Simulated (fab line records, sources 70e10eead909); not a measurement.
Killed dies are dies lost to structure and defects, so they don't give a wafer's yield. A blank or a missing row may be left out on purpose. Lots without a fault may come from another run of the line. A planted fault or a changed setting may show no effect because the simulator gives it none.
Which tool did it? | flow nand_harc | 6 lots, 18 wafers sampled, at 1 step of a route of 1302

WHAT THE GAUGES READ, wafer by wafer
NHARC_P_CONTACT_CD_MEAS_12: target cd 90 nm.
lot  | measured     | on        | cd_nm (nm)
L163 | day 6 08:34  | cd_sem-01 | 89.7 90.6 89.7
L165 | day 7 07:48  | cd_sem-01 | 90.2 90.6 90.0
L171 | day 9 17:27  | cd_sem-03 | 89.4 89.6 89.1
L173 | day 10 08:51 | cd_sem-01 | 88.4 90.0 90.4
L175 | day 11 20:01 | cd_sem-02 | 91.1 90.0 90.1
L182 | day 14 10:08 | cd_sem-03 | 90.2 89.5 90.6

WHICH TOOL RAN EACH LOT (tool, then ch and the chambers of the sampled wafers, then the start)
The record holds no process step before these readings.

THE ANSWER, worked out from the rows above alone
Rule: what is usual is taken from the lots themselves. Put in order of their means at a reading, lots are off if they are a third of the lots or fewer, leave a main group of 4 or more, and stand apart from it by a gap of 3 or more times the standard deviation of the main group's means; of several such gaps the widest counts. A main group whose means are all the same, to the digits that the tables above print for the reading, isn't used. A lot without any number at a reading at which 4 lots or more have one is off too. The other lots that the step has rows for count as sound.
No lot is off at any reading shown: from this, nothing can be told.

WHAT THE SIMULATOR HAD PUT IN
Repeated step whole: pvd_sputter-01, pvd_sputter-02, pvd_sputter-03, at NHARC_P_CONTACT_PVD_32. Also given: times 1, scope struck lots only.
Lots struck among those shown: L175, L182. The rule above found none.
